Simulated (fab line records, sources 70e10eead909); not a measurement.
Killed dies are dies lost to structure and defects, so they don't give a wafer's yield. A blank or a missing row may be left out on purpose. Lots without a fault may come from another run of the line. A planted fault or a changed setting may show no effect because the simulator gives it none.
Which tool did it? | flow nand_harc | 12 lots, 36 wafers sampled, at 2 steps of a route of 1302

WHAT THE GAUGES READ, wafer by wafer
NHARC_A_CONTACT_INSPECT_23.
lot  | measured     | on                | raw_defect_count
L074 | day 23 08:47 | defect_inspect-02 | 454 495 802
L076 | day 23 13:29 | defect_inspect-02 | 643 407 474
L081 | day 25 00:17 | defect_inspect-02 | 545 688 811
L079 | day 25 09:21 | defect_inspect-01 | 587 692 593
L083 | day 26 13:18 | defect_inspect-01 | 621 573 494
L085 | day 26 16:13 | defect_inspect-01 | 514 624 896
L087 | day 28 12:25 | defect_inspect-02 | 492 445 507
L089 | day 28 19:51 | defect_inspect-02 | 688 697 415
L091 | day 29 16:35 | defect_inspect-01 | 524 711 823
L092 | day 30 10:54 | defect_inspect-02 | 609 589 660
L096 | day 31 21:01 | defect_inspect-02 | 923 539 863
L097 | day 32 11:55 | defect_inspect-01 | 596 596 614

WHICH TOOL RAN EACH LOT (tool, then ch and the chambers of the sampled wafers, then the start)
lot  | NHARC_A_CONTACT_CVD_19
L074 | cvd_w-01 ch 0,1, day 23 08:47 or earlier
L076 | cvd_w-02 ch 1, day 23 13:29 or earlier
L081 | cvd_w-01 ch 0,1, day 25 00:17 or earlier
L079 | cvd_w-01 ch 0, day 25 09:21 or earlier
L083 | cvd_w-01 ch 0,1, day 26 13:18 or earlier
L085 | cvd_w-02 ch 0,1, day 26 16:13 or earlier
L087 | cvd_w-01 ch 0,1, day 28 12:25 or earlier
L089 | cvd_w-02 ch 0,1, day 28 19:51 or earlier
L091 | cvd_w-01 ch 0,1, day 29 16:35 or earlier
L092 | cvd_w-02 ch 0, day 30 10:54 or earlier
L096 | cvd_w-02 ch 0,1, day 31 21:01 or earlier
L097 | cvd_w-02 ch 0,1, day 32 11:55 or earlier
- NHARC_A_CONTACT_CVD_19: deposits W, target thk 300 nm, time 802 s.

THE ANSWER, worked out from the rows above alone
Rule: what is usual is taken from the lots themselves. Put in order of their means at a reading, lots are off if they are a third of the lots or fewer, leave a main group of 4 or more, and stand apart from it by a gap of 3 or more times the standard deviation of the main group's means; of several such gaps the widest counts. A main group whose means are all the same, to the digits that the tables above print for the reading, isn't used. A lot without any number at a reading at which 4 lots or more have one is off too. The other lots that the step has rows for count as sound.
No lot is off at any reading shown: from this, nothing can be told.

WHAT THE SIMULATOR HAD PUT IN
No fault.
